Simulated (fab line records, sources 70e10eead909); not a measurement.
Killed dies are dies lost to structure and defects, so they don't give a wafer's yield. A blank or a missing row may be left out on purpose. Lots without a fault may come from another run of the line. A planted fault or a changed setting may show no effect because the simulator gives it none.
fab line records | flow nand_harc
record lots=12 wafers=36 last_day=33
route steps=1302 shown A_BONDPAD@1232 THIN_TSV@1265 END@1302
lots that met no fault: from a run of the same line without faults
start_h: hours from the record's first day to the start of the lot's first wafer shown | wait_h: hours since the lot's step before | " the same as in the row above | L1.1+2: a row that stands for several wafers | - no value, or no start given | * or withheld: withheld | < > ~ a bound
route shown NAME@n: a module of which the file shows steps, and the number in the route of the first | usual: mean/standard deviation of fault-free wafers | same: alike in all rows | chamber/n: place in a boat | sites: the reading at each site | _std_site: their standard deviation | _edge_site: outer sites' mean less inner sites' | radius_mm: how far each site lies from the wafer's centre | mask NAME#n: copy n | behind: the tool/chamber that last shaped the wafer | hold: why the lot was held/for how many hours/how that ended | device: the transistor (n, p or np) that didn't switch | end of line: the same wafers' tests at the end of the route | a step without rows: its recipe alone | killed: dies lost to structure and defects at the first sort, not the wafer's yield | map: a wafer's dies, x killed, . not, _ none there
set.NAME: the setting as run; set.NAME@STEP: as run at that earlier step | model.NAME: the simulator's own value behind a step, which no gauge read
steps of the route over a sample of lots; a table a step, a row a wafer
services: from which hour (start_h, from the record's first day; less than 0 if before it) a tool's chamber was out of use, for how many hours, and why
## steps
# step NHARC_A_BONDPAD_THK_MEAS_20
# recipe thk_meas_gauge=xrf
# usual thk_nm=169.8/1.5
# columns lot.wafer tool chamber start_h wait_h thk_nm
L770.1 film_metro-02 - 540.55 - 168.9
L770.2 " - " " 170.8
L770.4 " - " " 169.3
L769.2 film_metro-01 - 554.60 - 169.5
L769.4 " - " " 169.4
L769.5 " - " " 173.3
L773.1 film_metro-01 - 588.78 - 168.0
L773.2 " - " " 172.1
L773.3 " - " " 169.2
L774.2 film_metro-01 - 594.71 - 168.6
L774.3 " - " " 168.9
L774.5 " - " " 169.8
L776.2 film_metro-02 - 625.69 - 171.9
L776.4 " - " " 173.5
L776.5 " - " " 169.6
L777.2 film_metro-01 - 630.57 - 167.8
L777.3 " - " " 170.6
L777.6 " - " " 170.4
L778.3 film_metro-02 - 647.89 - 170.0
L778.5 " - " " 171.2
L778.6 " - " " 170.1
L785.3 film_metro-02 - 708.64 - 171.2
L785.4 " - " " 170.0
L785.5 " - " " 170.6
L786.1 film_metro-02 - 713.13 - 169.8
L786.2 " - " " 170.3
L786.5 " - " " 169.9
L790.2 film_metro-02 - 740.76 - 168.1
L790.3 " - " " 171.6
L790.4 " - " " 168.9
L789.2 film_metro-01 - 743.13 - 170.5
L789.4 " - " " 166.8
L789.5 " - " " 165.7
L791.2 film_metro-02 - 762.07 - 169.5
L791.3 " - " " 168.0
L791.6 " - " " 167.5
# step NHARC_THIN_TSV_STRIP_45
# recipe power_w=1500 temp_c=250 chemistry=O2
# usual drypump_motor_current_A=5.4/0.31 heater_power_w=331/32
# columns lot.wafer tool chamber start_h wait_h drypump_motor_current_A heater_power_w rf_hours_counter_h
L770.2 plasma_asher-02 1 554.91 0.1 5.4 312 25
L770.1 " 0 " " 5.6 316 25
L770.4 " 0 " " 5.6 324 -
L769.2 plasma_asher-02 0 569.15 0.1 5.6 321 29
L769.4 " 0 " " 5.6 325 -
L769.5 " 1 " " 5.4 306 -
L773.1 plasma_asher-01 0 604.06 0.1 5.8 380 6
L773.2 " 1 " " 4.9 334 6
L773.3 " 1 " " 4.9 324 -
L774.2 plasma_asher-01 1 608.46 0.1 5.0 330 7
L774.3 " 1 " " 4.9 326 -
L774.5 " 0 " " 5.8 376 -
L776.2 plasma_asher-02 0 639.03 0.1 5.6 321 4
L776.4 " 0 " " 5.6 322 -
L776.5 " 0 " " 5.6 319 -
L777.2 plasma_asher-01 0 644.20 0.2 5.8 371 14
L777.3 " 1 " " 4.9 332 -
L777.6 " 1 " " 4.9 334 -
L778.3 plasma_asher-01 1 661.63 0.2 4.9 326 -
L778.5 " 1 " " 4.9 333 -
L778.6 " 0 " " 5.8 383 -
L786.1 plasma_asher-02 1 725.53 0.1 5.4 289 20
L786.2 " 0 " " 5.5 323 20
L786.5 " 1 " " 5.4 290 -
L785.4 plasma_asher-01 1 726.73 0.2 4.9 329 -
L785.3 " 0 " " 5.8 374 -
L785.5 " 1 " " 5.0 322 -
L790.2 plasma_asher-02 0 759.33 0.1 5.6 321 30
L790.4 " 0 " " 5.6 313 -
L790.3 " 1 " " 5.4 295 -
L789.2 plasma_asher-02 0 760.59 0.1 5.6 313 31
L789.4 " 0 " " 5.6 318 -
L789.5 " 1 " " 5.4 285 -
L791.2 plasma_asher-01 0 775.58 0.2 5.8 402 3
L791.3 " 1 " " 5.0 324 -
L791.6 " 0 " " 5.8 381 -
# step NHARC_THIN_TSV_ETCH_36
# recipe target_depth_a=650 over_etch_frac=0.3 time_s=18.571 ion_energy_ev=150 chemistry=Cl2/BCl3
# usual chamber_pressure_mTorr=10.000/0.0096 drypump_motor_current_A=5.9/0.58 oes_product_au=1.002/0.0088
# columns lot.wafer tool chamber start_h wait_h chamber_pressure_mTorr drypump_motor_current_A oes_product_au rf_hours_counter_h
L770.2 rie_metal-01 1 560.37 0.2 10.007 6.6 1.006 2.3
L770.1 " 0 " " 10.014 6.2 0.993 2.8
L770.4 " 0 " " 10.007 6.2 0.988 -
L769.2 rie_metal-03 0 575.08 0.2 9.994 6.1 1.014 0.9
L769.4 " 1 " " 10.015 6.5 1.007 -
L769.5 " 1 " " 9.998 6.5 1.012 -
L773.1 rie_metal-02 1 609.63 0.2 10.002 5.3 0.986 2.7
L773.2 " 0 " " 9.999 5.1 1.002 2.7
L773.3 " 0 " " 10.011 5.1 1.002 -
L774.2 rie_metal-01 0 613.86 0.2 9.993 6.2 1.001 0.7
L774.3 " 0 " " 9.996 6.2 1.003 -
L774.5 " 1 " " 10.014 6.6 1.002 -
L776.2 rie_metal-01 0 644.43 0.2 10.007 6.2 0.992 1.2
L776.4 " 1 " " 10.031 6.7 0.993 -
L776.5 " 0 " " 10.006 6.2 1.002 -
L777.2 rie_metal-02 1 649.56 0.2 10.002 5.3 0.990 0.4
L777.3 " 1 " " 10.000 5.3 0.983 -
L777.6 " 0 " " 10.003 5.2 0.999 -
L778.3 rie_metal-03 0 666.95 0.1 10.003 6.1 1.000 -
L778.5 " 0 " " 10.007 6.1 1.013 -
L778.6 " 1 " " 9.991 6.5 0.990 -
L786.2 rie_metal-01 0 730.95 0.2 9.992 6.2 0.989 2.4
L786.1 " 1 " " 9.992 6.7 0.996 2.4
L786.5 " 0 " " 10.000 6.2 1.000 -
L785.4 rie_metal-02 1 732.06 0.2 10.000 5.3 1.004 -
L785.3 " 0 " " 9.996 5.2 1.006 -
L785.5 " 0 " " 9.997 5.1 1.015 -
L790.2 rie_metal-02 1 764.74 0.2 10.001 5.3 0.983 2.6
L790.4 " 0 " " 10.012 5.2 1.002 -
L790.3 " 1 " " 9.996 5.3 0.997 -
L789.2 rie_metal-01 0 766.00 0.2 9.996 6.2 0.996 0.2
L789.4 " 0 " " 9.993 6.2 0.996 -
L789.5 " 1 " " 10.005 6.6 0.999 -
L791.2 rie_metal-01 1 780.99 0.2 9.984 6.6 1.005 0.4
L791.3 " 0 " " 10.004 6.2 0.999 -
L791.6 " 1 " " 10.005 6.6 0.998 -
# step NHARC_THIN_TSV_ANNEAL_58
# recipe temp_c=400 time_s=1800
# usual spike_tc_bottom_C=425.4/1.4 spike_tc_centre_C=400.4/1.7 spike_tc_lower_C=399.5/1.3 spike_tc_top_C=429.0/1.5 spike_tc_upper_C=399.7/1.3 tube_center_temp_C_max=401.05/0.18 zone_power_lower_pct=4.22/0.095 zone_power_upper_pct=4.36/0.3
# columns lot.wafer tool chamber start_h wait_h spike_tc_bottom_C spike_tc_centre_C spike_tc_lower_C spike_tc_top_C spike_tc_upper_C tube_center_temp_C_max zone_power_lower_pct zone_power_upper_pct
L770.1 furnace-02 0 566.72 5.4 424.6 401.0 400.3 427.6 401.0 400.98 4.38 4.79
L770.2 " 0 " " 423.8 400.3 399.0 428.4 399.5 400.86 4.34 4.76
L770.4 " 0 " " 425.5 400.9 400.1 427.7 402.5 401.36 4.37 4.82
L769.2 furnace-08 0 577.35 1.1 424.6 397.1 400.4 429.9 398.2 400.84 4.19 4.16
L769.4 " 0 " " 425.8 399.8 399.1 429.3 398.2 400.89 4.07 4.10
L769.5 " 0 " " 427.5 398.8 397.8 430.2 398.2 400.88 4.17 4.06
L773.1 furnace-01 0 613.74 3.2 426.3 403.2 403.0 428.8 399.2 400.97 4.19 4.12
L773.2 " 0 " " 427.5 403.3 400.0 429.2 397.8 400.85 4.25 4.18
L773.3 " 0 " " 425.0 403.3 399.3 427.9 401.1 401.41 4.20 4.21
L774.2 furnace-08 0 617.85 3.1 424.5 397.9 399.3 432.7 398.3 400.95 4.14 4.14
L774.3 " 0 " " 426.1 399.4 398.6 431.7 398.6 401.01 4.17 4.10
L774.5 " 0 " " 426.8 398.9 400.5 430.2 400.3 400.94 4.07 4.14
L776.2 furnace-08 0 648.40 3.1 427.1 399.9 401.1 429.0 398.5 400.86 4.15 4.13
L776.4 " 0 " " 428.0 398.8 398.6 429.4 400.3 401.54 4.11 4.19
L776.5 " 0 " " 426.2 399.7 399.8 432.3 399.1 401.11 4.11 4.14
L777.2 furnace-01 0 653.67 3.2 424.2 402.7 400.5 428.0 398.4 401.17 4.23 4.16
L777.3 " 0 " " 425.4 403.3 400.8 426.3 399.5 401.13 4.27 4.18
L777.6 " 0 " " 426.9 402.1 403.0 427.2 397.6 401.00 4.25 4.24
L778.3 furnace-02 0 670.05 2.2 425.6 401.3 398.6 429.4 400.2 400.92 4.40 4.81
L778.5 " 0 " " 423.4 399.0 399.2 428.2 397.7 400.81 4.35 4.81
L778.6 " 0 " " 423.2 399.5 398.6 429.0 400.2 400.86 4.32 4.78
L785.3 furnace-01 0 735.05 2.1 452.8 429.4 427.3 454.3 425.2 401.26 4.80 4.65
L785.4 " 0 " " 451.5 428.3 427.3 454.2 426.2 401.23 4.68 4.65
L785.5 " 0 " " 452.2 431.4 429.1 452.1 424.8 401.70 4.59 4.63
L786.1 furnace-01 0 735.05 3.2 449.8 428.3 429.0 453.4 426.0 400.79 4.68 4.56
L786.2 " 0 " " 450.5 429.5 427.8 453.4 427.0 401.23 4.61 4.64
L786.5 " 0 " " 452.9 429.2 427.7 453.6 428.1 400.98 4.65 4.65
L789.2 furnace-08 0 768.70 1.8 424.4 399.2 400.6 432.0 397.8 401.03 4.11 4.12
L789.4 " 0 " " 425.3 398.4 398.6 430.7 399.6 400.96 4.16 4.17
L789.5 " 0 " " 428.2 398.5 399.5 429.8 400.9 401.32 4.10 4.12
L790.2 furnace-08 0 768.70 3.1 426.0 399.3 401.9 429.7 397.9 400.88 4.15 4.05
L790.3 " 0 " " 427.2 399.2 399.4 429.1 398.9 401.08 4.13 4.10
L790.4 " 0 " " 426.0 397.2 398.3 429.0 398.7 401.08 4.12 4.17
L791.2 furnace-08 0 786.46 4.6 425.1 398.6 399.1 429.2 399.2 401.30 4.18 4.08
L791.3 " 0 " " 424.3 399.1 398.8 430.0 399.4 400.93 4.10 4.17
L791.6 " 0 " " 426.2 398.2 398.9 428.9 398.3 401.00 4.06 4.15
# step NHARC_END_SORT_01
# recipe temp_c=25
# usual defect_limited_yield=91.1/2.9 killed_at_array=55/19 killed_at_other=0.8/1.1 killed_at_periphery=4.0/2.6 killed_dies=60/20 killed_open=3.4/1.7 killed_short=2.6/1.5
# same gross_dies=677
# columns lot.wafer tool chamber start_h wait_h defect_limited_yield[%] killed_at_array killed_at_other killed_at_periphery killed_dies killed_open killed_short
L770.1 prober-02 0 571.24 2.5 87.6 79 2 3 84 4 0
L770.2 prober-02 0 572.04 2.8 88.3 74 0 5 79 2 5
L770.4 prober-02 0 573.62 3.4 88.3 77 1 1 79 2 4
L778.3 prober-02 0 676.23 3.1 90.8 56 1 5 62 5 5
L778.5 prober-02 0 677.87 3.8 91.6 51 0 6 57 2 6
L778.6 prober-02 0 678.70 4.1 90.8 59 0 3 62 5 2
L785.3 prober-02 0 741.19 3.1 87.0 77 0 11 88 2 3
L785.4 prober-02 0 741.99 3.4 83.3 103 1 9 113 2 4
L785.5 prober-02 0 742.78 3.7 84.8 96 0 7 103 2 3
L791.2 prober-02 0 791.75 2.8 94.1 38 0 2 40 1 4
L791.3 prober-02 0 792.56 3.1 94.8 31 1 3 35 3 2
L791.6 prober-02 0 794.97 4.0 94.4 35 0 3 38 4 2
# killed by level:class
L770.1 A_CHANNEL_HOLE_D1:chamber_film_flake=30 A_SLIT:chamber_film_flake=29 A_CHANNEL_HOLE_D2:chamber_film_flake=6 P_GATE:chamber_film_flake=3 A_CONTACT:chamber_film_flake=3 A_ZERO_WELL:chamber_film_flake=2 A_DECK1_JOINT:chamber_film_flake=2 A_STAIRCASE:chamber_film_flake=2
L770.2 A_CHANNEL_HOLE_D1:chamber_film_flake=30 A_SLIT:chamber_film_flake=23 A_CHANNEL_HOLE_D2:chamber_film_flake=6 A_CONTACT:chamber_film_flake=4 P_GATE:chamber_film_flake=3 A_ZERO_WELL:chamber_film_flake=3 A_WL_FILL:chamber_film_flake=3 A_WL_FILL:geometric_particle:short=2
L770.4 A_CHANNEL_HOLE_D1:chamber_film_flake=30 A_SLIT:chamber_film_flake=23 A_CHANNEL_HOLE_D2:chamber_film_flake=9 A_ZERO_WELL:chamber_film_flake=5 A_ONON_D2:geometric_particle:short=2 A_CHANNEL_FILL_D1:chamber_film_flake=2 A_CHANNEL_FILL_D1:geometric_particle:short=1 A_DECK1_JOINT:geometric_particle:open=1
L778.3 A_CHANNEL_HOLE_D1:chamber_film_flake=28 A_STAIRCASE:chamber_film_flake=13 A_CHANNEL_HOLE_D2:chamber_film_flake=3 A_ONON_D2:geometric_particle:short=2 A_SGD_CUT:chamber_film_flake=2 P_STI:geometric_particle:open=1 P_CONTACT:geometric_particle:open=1 P_M0:geometric_particle:open=1
L778.5 A_CHANNEL_HOLE_D1:chamber_film_flake=29 A_STAIRCASE:chamber_film_flake=10 A_CHANNEL_FILL_D2:geometric_particle:short=2 P_GATE:chamber_film_flake=2 P_M2:chamber_film_flake=2 A_CHANNEL_HOLE_D2:chamber_film_flake=2 A_WL_FILL:chamber_film_flake=2 P_M1:geometric_particle:short=1
L778.6 A_CHANNEL_HOLE_D1:chamber_film_flake=32 A_STAIRCASE:chamber_film_flake=11 A_CHANNEL_HOLE_D2:chamber_film_flake=5 A_SLIT:chamber_film_flake=2 P_M0:geometric_particle:open=1 A_DECK1_JOINT:geometric_particle:short=1 A_ONON_D2:geometric_particle:open=1 A_ONON_D2:geometric_particle:short=1
L785.3 A_CHANNEL_HOLE_D1:chamber_film_flake=33 A_CHANNEL_HOLE_D2:chamber_film_flake=18 A_SLIT:chamber_film_flake=15 P_M2:chamber_film_flake=6 P_GATE:chamber_film_flake=3 A_STAIRCASE:chamber_film_flake=2 A_CONTACT:chamber_film_flake=2 A_ONON_D1:geometric_particle:open=1
L785.4 A_CHANNEL_HOLE_D1:chamber_film_flake=30 A_SLIT:chamber_film_flake=28 A_CHANNEL_HOLE_D2:chamber_film_flake=20 A_CONTACT:chamber_film_flake=11 P_GATE:chamber_film_flake=6 A_STAIRCASE:chamber_film_flake=4 A_SGD_CUT:chamber_film_flake=4 A_WL_FILL:chamber_film_flake=2
L785.5 A_CHANNEL_HOLE_D1:chamber_film_flake=28 A_SLIT:chamber_film_flake=27 A_CHANNEL_HOLE_D2:chamber_film_flake=20 A_CONTACT:chamber_film_flake=12 A_STAIRCASE:chamber_film_flake=3 P_M2:chamber_film_flake=2 A_SGD_CUT:chamber_film_flake=2 P_CONTACT:geometric_particle:open=1
L791.2 A_CHANNEL_HOLE_D1:chamber_film_flake=14 A_SLIT:chamber_film_flake=11 A_CONTACT:chamber_film_flake=5 A_DECK1_JOINT:geometric_particle:short=2 A_WL_FILL:chamber_film_flake=2 P_M0:geometric_particle:short=1 A_CHANNEL_HOLE_D2:geometric_particle:short=1 A_M0:geometric_particle:open=1
L791.3 A_CHANNEL_HOLE_D1:chamber_film_flake=13 A_CONTACT:chamber_film_flake=8 A_SLIT:chamber_film_flake=3 A_ONON_D2:geometric_particle:short=2 P_ZERO_WELL:chamber_film_flake=2 A_DECK1_JOINT:geometric_particle:open=1 A_SGD_CUT:geometric_particle:open=1 A_BLC:geometric_particle:open=1
L791.6 A_CHANNEL_HOLE_D1:chamber_film_flake=20 A_SLIT:chamber_film_flake=5 A_CONTACT:chamber_film_flake=5 P_M0:geometric_particle:open=3 A_ONON_D1:geometric_particle:short=1 A_DECK1_JOINT:geometric_particle:short=1 A_CONTACT:geometric_particle:open=1 A_ZERO_WELL:chamber_film_flake=1
## services
# columns tool chamber start_h hours kind
plasma_asher-01 - 566.83 9.0 pm
plasma_asher-01 0 566.83 9.0 vent_cycle
plasma_asher-01 1 566.83 9.0 vent_cycle
furnace-02 - 567.83 26.0 pm
rie_metal-01 - 575.00 9.0 pm
rie_metal-01 0 575.00 9.0 vent_cycle
rie_metal-01 1 575.00 9.0 vent_cycle
plasma_asher-01 0 575.83 - clean
plasma_asher-01 1 575.83 - clean
furnace-08 - 580.51 18.6 repair
rie_metal-01 0 584.00 - clean
rie_metal-01 1 584.00 - clean
rie_metal-01 0 602.11 4.3 repair
plasma_asher-02 - 603.00 9.0 pm
plasma_asher-02 0 603.00 9.0 vent_cycle
plasma_asher-02 1 603.00 9.0 vent_cycle
rie_metal-02 - 631.00 9.0 pm
rie_metal-03 - 696.00 9.0 pm
furnace-02 - 719.99 2.5 repair
plasma_asher-01 - 743.83 9.0 pm
rie_metal-01 - 752.00 9.0 pm
plasma_asher-01 - 759.84 3.2 repair
plasma_asher-02 - 773.48 2.9 repair
plasma_asher-02 - 780.25 9.0 pm
## key
first_sign step=NHARC_THIN_TSV_ANNEAL_58 reading=spike_tc_lower_C direction=up sigmas=22 usual=399.5 struck=428.0
effect step=NHARC_THIN_TSV_ANNEAL_58 reading=spike_tc_upper_C direction=up sigmas=20 usual=399.7 struck=426.2
met_at NHARC_THIN_TSV_ANNEAL_58
struck_lots L785,L786
not_acting_at NHARC_A_BONDPAD_THK_MEAS_20,NHARC_THIN_TSV_STRIP_45,NHARC_THIN_TSV_ETCH_36
onset_between 653.67 735.05
fault kind=process_parameter_drift tool=furnace-01 chamber=- onset_h=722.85 steps=NHARC_THIN_TSV_ANNEAL_58 channel=temp_c offset=* shape=step end_h=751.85 acts_in=* stated=*
